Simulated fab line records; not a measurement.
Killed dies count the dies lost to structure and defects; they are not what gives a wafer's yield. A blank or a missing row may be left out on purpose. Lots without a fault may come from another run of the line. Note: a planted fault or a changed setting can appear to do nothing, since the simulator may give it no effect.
Chamber matching :: flow n5Finfet :: N5_BEOL_M0_SAQP_PECVD_96 on pecvd-03 has 3 sister chambers
The step deposits a-Si from SiH4/He, target thk 45 nm, time 45.2 s. 3 wafers are shown with their chamber, then 9 later ones without.

WAFERS, EACH WITH ITS CHAMBER
wafer: L086.1
chamber: 2
throttleValvePct (%): 18.6

wafer: L086.4
chamber: 0
throttleValvePct (%): 18.0

wafer: L090.5
chamber: 1
throttleValvePct (%): 19.8

WAFERS WITH NO CHAMBER GIVEN
wafer: L091.1
throttleValvePct (%): 19.9

wafer: L091.3
throttleValvePct (%): 19.5

wafer: L091.5
throttleValvePct (%): 20.0

wafer: L093.3
throttleValvePct (%): 19.8

wafer: L093.5
throttleValvePct (%): 19.7

wafer: L093.6
throttleValvePct (%): 18.3

wafer: L095.1
throttleValvePct (%): 17.0

wafer: L095.2
throttleValvePct (%): 19.8

wafer: L095.4
throttleValvePct (%): 19.8

CHAMBER TAKEN BY EACH
wafer: L091.1
from the rows above: 1
in truth: 1

wafer: L091.3
from the rows above: can't be placed: 1 or 2
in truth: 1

wafer: L091.5
from the rows above: 1
in truth: 1

wafer: L093.3
from the rows above: 1
in truth: 1

wafer: L093.5
from the rows above: 1
in truth: 1

wafer: L093.6
from the rows above: can't be placed: 0 or 2
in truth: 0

wafer: L095.1
from the rows above: can't be placed: 0 or 2
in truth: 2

wafer: L095.2
from the rows above: 1
in truth: 1

wafer: L095.4
from the rows above: 1
in truth: 1
Correct placement for 6 of the 9. Cannot be placed on the basis of these rows: 3; the candidates contain the true chamber in 3. Placed wrongly: 0.
How it was worked out, from the rows above alone: a wafer's distance from a chamber is the root of the sum, over the readings, of the square of ((its reading less the chamber's mean) divided by the reading's scatter). The wafer belongs to the nearest chamber; if the next one is less than 2 further off, it can't be placed. The mean given for a chamber averages the wafers shown for that chamber. The scatter: root of mean squared gap, hidden wafer to nearest shown wafer, with one shown wafer a chamber.
